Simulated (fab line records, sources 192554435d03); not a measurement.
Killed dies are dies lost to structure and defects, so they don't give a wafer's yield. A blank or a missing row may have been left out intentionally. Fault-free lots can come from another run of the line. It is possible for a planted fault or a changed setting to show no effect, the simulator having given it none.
Matching of chambers ; flow n5 finfet ; 3 sister chambers for N5_BEOL_M3_CO_CAP_55 on cvd co-01
The step material Co, precursor CCTBA/H2, target thk 2 nm, time 102.1 s. 14 wafers are shown with their chamber, then 7 later ones without.

EACH WAFER AND ITS CHAMBER
wafer;chamber;heater power w (W)
L879.1;0;207
L879.3;0;218
L879.6;0;214
L880.1;1;256
L880.4;2;239
L880.6;1;252
L881.3;2;234
L881.5;0;207
L881.6;1;248
L883.2;1;257
L883.3;0;213
L883.4;1;259
L893.2;2;244
L893.4;2;242

SIGNATURES (averages over the wafers above)
reading;chamber 0;chamber 1;chamber 2;scatter within a chamber
heater power w;211.80;254.40;239.75;4.52
Rule: a wafer's distance from a chamber is the root of the sum, over the readings, of the square of ((its reading less the chamber's mean) divided by the reading's scatter). If the next closest chamber is less than 2 further off than the closest, the wafer can't be placed; otherwise it belongs to the closest. The scatter: take each reading less its chamber's mean, square it, sum over the shown wafers, divide by the number of wafers less the number of chambers, and take the root.

WAFERS MISSING THEIR CHAMBER
wafer;heater power w (W)
L893.6;261
L901.1;256
L901.2;237
L901.4;261
L900.2;238
L900.3;255
L900.4;233

THE CHAMBER EACH PASSED THROUGH
wafer;from the rows above;in truth
L893.6;1;1
L901.1;1;1
L901.2;2;2
L901.4;1;1
L900.2;2;2
L900.3;1;1
L900.4;2;2
7 of 7 placed correctly. Left unplaced by these rows: 0. Number placed wrongly: 0.
